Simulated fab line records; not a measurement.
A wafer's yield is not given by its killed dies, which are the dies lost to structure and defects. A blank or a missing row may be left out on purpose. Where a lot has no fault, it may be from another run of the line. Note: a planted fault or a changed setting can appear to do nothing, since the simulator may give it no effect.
fab line records | flow nand-harc
record lots=11 wafers=33 last-day=34
route steps=1302 shown P_ZERO_WELL@61 P_STI@88 P_GATE@119 END@1302
lots that met no fault: from a run of the same line without faults
start-h: the number of hours between the record's first day and the start of the first shown wafer of the lot | wait-h: hours since the lot's step before | " as in the row above | L1.1+2: a single row standing in for several wafers | - no value, or no start given | * or withheld: withheld | < > ~ a bound
route shown NAME@n: a module of which the file shows steps, and the number in the route of the first | usual: mean/standard deviation of fault-free wafers | same: alike in all rows | chamber/n: place in a boat | sites: each site's reading | _std_site: how widely they spread, as a standard deviation | _edge_site: inner sites' mean taken away from outer sites' mean | radius-mm: for every site, how far away it sits from the centre of the wafer | mask NAME#n: copy n | behind: the most recent tool/chamber to have shaped the wafer | hold: the reason the lot was held/the length of the hold in hours/how it ended | device: names the non-switching transistor (n, p or np) | end of line: tests run on the same wafers once the route is complete | step lacking rows: just its recipe | killed: the dies lost at the first sort to structure and to defects; this is not the yield of the wafer | map: shows each die of a wafer: x if killed, . if not, _ if none is there
set.NAME: the setting the step ran with; set.NAME@STEP: the setting that earlier step ran with | model.NAME: the simulator's own value behind a step, which no gauge read
the route's steps for a sample of lots (tables are steps, rows are wafers)
services: a tool's chamber out of use, with start hour (start-h, from the record's first day; less than 0 if before it), hours out, and reason
## steps
# step NHARC_P_ZERO_WELL_DESCUM_54
# recipe time-s=3 o2-flow-sccm=200 ar-flow-sccm=0 bias-power-w=0 chemistry=O2
# usual drypump-motor-current-A=5.73/0.28 mfc-ar-sccm=0.013/0.012 o2-flow-sccm=200.0/0.65 oes-product-au=0.996/0.0086 rf-vpp-V=57.6/0.73 showerhead-plenum-p-Torr=1.88/0.059 throttle-valve-pct=11.311/0.0085
# columns lot.wafer tool chamber start-h wait-h drypump-motor-current-A mfc-ar-sccm o2-flow-sccm oes-product-au rf-hours-counter-h rf-vpp-V showerhead-plenum-p-Torr throttle-valve-pct
L733.1 rie-diel-11 2 45.64 - 5.97 0 199.9 0.999 41 57.4 1.89 11.313
L733.3 " 3 " " 5.90 0 199.8 0.981 38 56.4 1.91 11.302
L733.4 " 0 " " 6.24 0 200.4 0.991 42 58.2 1.81 11.312
L734.1 rie-diel-13 1 56.05 - 5.63 0.023 199.4 0.994 22 57.7 1.84 11.312
L734.4 " 2 " " 6.21 0.017 199.3 0.995 19 56.7 1.81 11.304
L734.5 " 2 " " 6.19 0.017 199.3 0.999 - 56.4 1.81 11.310
L736.2 rie-diel-13 3 75.78 - 5.44 0.014 199.3 0.993 22 57.4 1.87 11.307
L736.5 " 3 " " 5.42 0.014 199.6 0.996 - 57.0 1.87 11.304
L736.6 " 0 " " 5.73 0.018 201.0 1.006 - 58.9 1.93 11.325
L740.2 rie-diel-10 2 116.08 - 5.30 0.028 200.2 1.010 12 56.3 1.78 11.324
L740.6 " 3 " " 6.03 0 200.0 0.997 - 57.4 1.87 11.299
L740.5 " 0 " " 5.61 0 200.1 1.006 - 56.7 1.93 11.306
L745.3 rie-diel-11 0 165.90 - 6.22 0 199.4 0.996 20 57.4 1.80 11.297
L745.1 " 2 " " 5.88 0 200.1 0.986 25 56.9 1.88 11.314
L745.6 " 3 " " 5.91 0 200.7 0.988 - 57.9 1.90 11.312
L749.4 rie-diel-11 0 205.89 - 6.20 0 199.5 0.996 34 57.0 1.79 11.306
L749.3 " 2 " " 5.97 0 200.6 0.997 36 58.2 1.87 11.301
L749.6 " 0 " " 6.21 0 200.3 0.992 - 57.6 1.79 11.313
L750.1 rie-diel-11 1 216.29 - 5.45 0.007 201.1 0.990 36 56.7 1.96 11.303
L750.4 " 3 " " 5.90 0 200.0 1.001 38 57.9 1.90 11.299
L750.6 " 0 " " 6.20 0 200.5 1.005 - 57.6 1.79 11.308
L751.3 rie-diel-10 1 225.82 - 5.52 0.036 200.2 0.993 44 57.6 1.94 11.310
L751.4 " 2 " " 5.31 0.028 199.7 1.006 46 57.0 1.77 11.315
L751.1 " 3 " " 6.03 0 200.2 1.017 51 57.5 1.85 11.312
L752.4 rie-diel-11 2 236.39 - 5.87 0 200.9 0.995 44 57.3 1.87 11.327
L752.1 " 3 " " 5.92 0 200.5 1.002 45 56.4 1.89 11.306
L752.5 " 1 " " 5.49 0.007 200.0 0.989 - 58.3 1.96 11.313
L753.2 rie-diel-13 0 245.94 - 5.73 0.018 200.0 0.998 22 58.1 1.91 11.313
L753.3 " 2 " " 6.18 0.017 200.0 0.987 26 56.7 1.79 11.313
L753.5 " 3 " " 5.44 0.014 199.4 1.003 - 56.3 1.86 11.314
L754.2 rie-diel-10 1 255.95 - 5.52 0.036 198.9 0.981 1 58.3 1.93 11.295
L754.4 " 2 " " 5.34 0.028 198.9 1.004 1 57.0 1.77 11.314
L754.5 " 0 " " 5.56 0 200.3 0.996 - 58.1 1.91 11.313
# step NHARC_P_STI_ETCH_42
# recipe target-depth-a=800 overetch-a=240 time-s=61 ion-energy-ev=200 n2-flow-sccm=150 h2-flow-sccm=150 ar-flow-sccm=0 rf-w=400 bias-w=150 chemistry=N2/H2
# usual drypump-motor-current-A=5.7/0.53 mfc-ar-sccm=0.013/0.013 oes-product-au=1.001/0.011 rf-vpp-V=431/3 showerhead-plenum-p-Torr=2.05/0.11 throttle-valve-pct=14.171/0.0091
# columns lot.wafer tool chamber start-h wait-h drypump-motor-current-A mfc-ar-sccm oes-product-au rf-hours-counter-h rf-vpp-V showerhead-plenum-p-Torr throttle-valve-pct
L733.3 rie-diel-08 0 67.49 0.1 5.7 0.018 1.001 4 434 2.15 14.161
L733.1 " 1 " " 4.9 0.029 1.022 4 434 2.18 14.167
L733.4 " 3 " " 6.0 0 0.989 4 425 1.90 14.161
L734.4 rie-diel-01 3 75.18 0.1 6.7 0.004 1.011 1 435 2.17 14.165
L734.1 " 0 " " 5.8 0 0.998 1 428 1.94 14.167
L734.5 " 3 " " 6.7 0.004 1.015 - 434 2.17 14.186
L736.2 rie-diel-01 2 93.97 0.1 5.3 0 0.995 2 428 1.99 14.159
L736.6 " 2 " " 5.3 0 0.997 - 428 1.99 14.178
L736.5 " 3 " " 6.7 0.004 1.007 - 435 2.17 14.187
L740.2 rie-diel-08 3 133.43 0.1 6.0 0 0.996 11 426 1.90 14.174
L740.6 " 1 " " 4.9 0.029 1.012 - 433 2.18 14.185
L740.5 " 2 " " 6.5 0.025 0.993 - 430 2.03 14.159
L745.1 rie-diel-08 3 186.43 0.1 6.0 0 0.996 15 427 1.89 14.168
L745.3 " 0 " " 5.7 0.018 1.002 13 434 2.15 14.193
L745.6 " 0 " " 5.7 0.018 1.000 - 434 2.15 14.168
L749.4 rie-diel-08 2 223.53 0.1 6.5 0.025 0.993 1 429 2.03 14.165
L749.3 " 3 " " 6.0 0 0.980 1 427 1.89 14.180
L749.6 " 1 " " 4.9 0.029 1.008 - 435 2.17 14.172
L750.1 rie-diel-01 1 233.60 0.1 5.9 0.038 1.005 1 433 2.09 14.163
L750.4 " 0 " " 5.8 0 0.984 1 426 1.94 14.161
L750.6 " 2 " " 5.3 0 1.002 - 429 1.99 14.169
L751.1 rie-diel-01 1 245.64 0.1 5.9 0.038 1.005 2 432 2.09 14.152
L751.4 " 2 " " 5.3 0 1.000 1 429 1.99 14.181
L751.3 " 0 " " 5.8 0 0.999 1 427 1.94 14.186
L752.1 rie-diel-07 3 254.24 0.1 5.3 0.004 0.996 7 425 1.90 14.166
L752.4 " 0 " " 5.4 0.018 1.016 8 428 1.93 14.171
L752.5 " 3 " " 5.3 0.004 0.997 - 426 1.90 14.173
L753.2 rie-diel-07 2 265.41 0.1 5.7 0.010 1.012 7 432 2.05 14.182
L753.3 " 1 " " 6.4 0 0.991 7 435 2.20 14.174
L753.5 " 0 " " 5.4 0.018 0.998 - 427 1.93 14.180
L754.4 rie-diel-01 3 274.79 0.1 6.7 0.004 1.023 3 435 2.17 14.171
L754.2 " 0 " " 5.8 0 1.006 3 427 1.94 14.159
L754.5 " 1 " " 5.8 0.038 1.001 - 432 2.09 14.151
# step NHARC_P_STI_OCD_MEAS_17
# usual trench-depth-nm=297/4.1 trench-foot-cd-nm=158.0/2.4
# columns lot.wafer tool chamber start-h wait-h trench-depth-nm trench-foot-cd-nm
L733.1 ocd-01 - 67.93 0.1 288 161.2
L733.3 " - " " 296 160.1
L733.4 " - " " 302 161.3
L734.1 ocd-01 - 75.61 0.1 296 157.4
L734.4 " - " " 296 159.4
L734.5 " - " " 302 156.7
L736.2 ocd-01 - 94.41 0.1 304 155.2
L736.5 " - " " 297 157.5
L736.6 " - " " 302 159.0
L740.2 ocd-01 - 133.87 0.1 297 160.1
L740.5 " - " " 298 155.9
L740.6 " - " " 297 161.4
L745.1 ocd-01 - 186.87 0.1 300 159.1
L745.3 " - " " 296 157.9
L745.6 " - " " 293 160.4
L749.3 ocd-02 - 223.96 0.1 305 156.1
L749.4 " - " " 297 153.8
L749.6 " - " " 297 156.2
L750.1 ocd-01 - 234.04 0.1 298 160.6
L750.4 " - " " 302 157.2
L750.6 " - " " 301 161.6
L751.1 ocd-02 - 246.10 0.1 301 162.1
L751.3 " - " " 300 159.1
L751.4 " - " " 294 162.8
L752.1 ocd-01 - 254.70 0.1 302 159.7
L752.4 " - " " 298 158.8
L752.5 " - " " 299 158.7
L753.2 ocd-02 - 265.87 0.1 300 152.9
L753.3 " - " " 295 154.8
L753.5 " - " " 291 158.4
L754.2 ocd-02 - 275.23 0.1 295 161.4
L754.4 " - " " 291 158.0
L754.5 " - " " 292 164.0
# step NHARC_P_GATE_EXPOSE_08
# recipe na=0.6 dose-mj=16.75 mask-id=P_HV
# usual reticle-temp-C=23.02/0.099
# columns lot.wafer tool chamber start-h wait-h mask reticle-temp-C
L733.1 krf-scanner-02 0 105.74 - P_HV#0 23.13
L733.3 " 0 " " P_HV#0 23.08
L733.4 " 0 " " P_HV#0 23.02
L734.1 krf-scanner-03 0 109.96 - P_HV#0 23.10
L734.4 " 0 " " P_HV#0 23.02
L734.5 " 0 " " P_HV#0 22.98
L736.2 krf-scanner-03 0 130.69 - P_HV#0 23.13
L736.5 " 0 " " P_HV#0 23.03
L736.6 " 0 " " P_HV#0 22.91
L740.2 krf-scanner-03 0 173.07 - P_NSD#0 23.03
L740.5 " 0 " " P_NSD#0 22.96
L740.6 " 0 " " P_NSD#0 22.99
L745.1 krf-scanner-02 0 228.47 - P_HV#0 23.29
L745.3 " 0 " " P_HV#0 23.17
L745.6 " 0 " " P_HV#0 23.17
L749.3 krf-scanner-03 0 263.26 - P_HV#0 23.14
L749.4 " 0 " " P_HV#0 22.96
L749.6 " 0 " " P_HV#0 23.03
L750.1 krf-scanner-03 0 268.18 - P_HV#0 23.01
L750.4 " 0 " " P_HV#0 22.85
L750.6 " 0 " " P_HV#0 23.04
L751.1 krf-scanner-04 0 285.02 - P_HV#0 23.15
L751.3 " 0 " " P_HV#0 23.19
L751.4 " 0 " " P_HV#0 23.11
L752.1 krf-scanner-03 0 289.89 - P_HV#0 22.87
L752.4 " 0 " " P_HV#0 22.94
L752.5 " 0 " " P_HV#0 23.01
L753.2 krf-scanner-04 0 301.01 - P_HV#0 22.84
L753.3 " 0 " " P_HV#0 23.07
L753.5 " 0 " " P_HV#0 22.99
L754.2 krf-scanner-04 0 313.35 - P_HV#0 22.87
L754.4 " 0 " " P_HV#0 22.97
L754.5 " 0 " " P_HV#0 22.98
# step NHARC_P_GATE_CD_MEAS_11
# recipe target-cd-nm=1640 landing-energy-ev=500
# usual cd-nm=1640.3/1.4
# columns lot.wafer tool chamber start-h wait-h cd-nm
L733.1 cd-sem-02 0 105.90 - 1639.5
L733.3 " 0 " " 1643.8
L733.4 " 0 " " 1641.6
L734.1 cd-sem-01 0 110.13 - 1639.7
L734.4 " 0 " " 1639.7
L734.5 " 0 " " 1637.0
L736.2 cd-sem-01 0 130.85 - 1640.4
L736.5 " 0 " " 1640.7
L736.6 " 0 " " 1638.4
L740.2 cd-sem-02 0 173.22 - -
L740.5 " 0 " " -
L740.6 " 0 " " -
L745.1 cd-sem-02 0 228.63 - 1639.6
L745.3 " 0 " " 1640.8
L745.6 " 0 " " 1638.2
L749.3 cd-sem-02 0 263.42 - 1638.3
L749.4 " 0 " " 1640.3
L749.6 " 0 " " 1639.7
L750.1 cd-sem-02 0 268.34 - 1641.1
L750.4 " 0 " " 1641.3
L750.6 " 0 " " 1639.4
L751.1 cd-sem-02 0 285.18 - 1639.4
L751.3 " 0 " " 1641.8
L751.4 " 0 " " 1638.1
L752.1 cd-sem-01 0 290.05 - 1639.6
L752.4 " 0 " " 1642.7
L752.5 " 0 " " 1641.3
L753.2 cd-sem-02 0 301.17 - 1640.9
L753.3 " 0 " " 1641.8
L753.5 " 0 " " 1642.1
L754.2 cd-sem-02 0 313.51 - 1640.3
L754.4 " 0 " " 1642.1
L754.5 " 0 " " 1641.0
# step NHARC_END_SORT_01
# recipe temp-c=25
# usual killed-at-array=53/18 killed-at-other=0.8/1.1 killed-at-periphery=4.1/2.7 killed-dies=58/18 killed-open=3.1/1.7 killed-short=2.7/1.7
# same gross-dies=677
# columns lot.wafer tool chamber start-h wait-h killed-at-array killed-at-other killed-at-periphery killed-dies killed-open killed-short
L740.2 prober-02 0 660.21 2.8 35 1 641 677 3 3
L740.5 prober-02 0 662.61 3.7 39 0 638 677 5 0
L740.6 prober-02 0 663.41 4.0 56 0 621 677 5 4
# killed by level:class
L740.2 P_GATE:area-expose=637 A_CHANNEL_HOLE_D1:chamber-film-flake=16 A_CHANNEL_HOLE_D2:chamber-film-flake=9 P_GATE:chamber-film-flake=3 A_M0:geometric-particle:open=2 A_SLIT:chamber-film-flake=2 A_ONON_D2:geometric-particle:short=1 A_CHANNEL_HOLE_D2:geometric-particle:short=1
L740.5 P_GATE:area-expose=631 A_CHANNEL_HOLE_D2:chamber-film-flake=15 A_CHANNEL_HOLE_D1:chamber-film-flake=13 P_GATE:chamber-film-flake=4 A_CHANNEL_FILL_D1:geometric-particle:open=2 A_SLIT:chamber-film-flake=2 A_CONTACT:chamber-film-flake=2 P_CONTACT:geometric-particle:open=1
L740.6 P_GATE:area-expose=616 A_CHANNEL_HOLE_D1:chamber-film-flake=33 A_CHANNEL_HOLE_D2:chamber-film-flake=9 P_GATE:chamber-film-flake=4 A_ONON_D2:geometric-particle:open=2 A_CHANNEL_HOLE_D1:geometric-particle:short=1 A_CHANNEL_FILL_D2:geometric-particle:open=1 A_WL_FILL:geometric-particle:short=1
## services
# columns tool chamber start-h hours kind
rie-diel-01 - 26.84 9.0 pm
rie-diel-11 2 50.57 5.5 repair
krf-scanner-03 - 52.00 4.0 pm
rie-diel-13 - 59.55 0.7 repair
rie-diel-10 - 66.95 9.0 pm
rie-diel-11 - 81.73 9.0 pm
rie-diel-08 - 116.25 0.4 repair
rie-diel-08 0 118.73 12.2 repair
krf-scanner-04 - 128.05 7.6 repair
krf-scanner-04 - 136.63 0.6 repair
rie-diel-01 - 151.81 0.9 repair
rie-diel-08 2 152.58 1.3 repair
krf-scanner-04 - 156.51 0.5 repair
rie-diel-11 1 170.07 3.4 repair
rie-diel-08 - 191.05 9.0 pm
rie-diel-08 2 203.25 12.5 repair
rie-diel-01 - 203.84 9.0 pm
krf-scanner-03 - 224.00 4.0 pm
rie-diel-08 0 235.14 17.7 repair
rie-diel-01 0 249.99 2.4 repair
rie-diel-11 - 258.73 9.0 pm
rie-diel-08 3 272.12 7.2 repair
rie-diel-11 - 305.36 1.2 repair
rie-diel-01 2 310.01 3.9 repair
## key
first-sign step=NHARC_P_GATE_EXPOSE_08 reading=mask direction=changed
effect step=NHARC_P_GATE_CD_MEAS_11 reading=cd-nm direction=missing
effect step=NHARC_END_SORT_01 reading=killed-at-periphery direction=up sigmas=99+ usual=4.1 struck=633.3
more-kills-born-at NHARC_P_GATE_EXPOSE_08@krf-scanner-03=1884
met-at NHARC_P_GATE_EXPOSE_08
struck-lots L740
later-rows-left-out L740.2,L740.5,L740.6
tester-left-out L740
not-acting-at NHARC_P_ZERO_WELL_DESCUM_54,NHARC_P_STI_ETCH_42,NHARC_P_STI_OCD_MEAS_17
onset-between 130.69 173.07
fault kind=wrong-mask tool=any chamber=- onset-h=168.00 steps=NHARC_P_GATE_EXPOSE_08 aux-copy=P_NSD#0 scope=struck-lots-only
# tester-left-out: of these lots the tester's yield and bins aren't shown, on N5 and GAA mostly nor the transistor test; their killed dies are dies lost to structure and defects alone, not to doping, threshold or leakage, so they don't give the yield
# later-rows-left-out: the simulator's readings of these wafers behind a module that went badly wrong aren't trusted and aren't shown, but for the sort
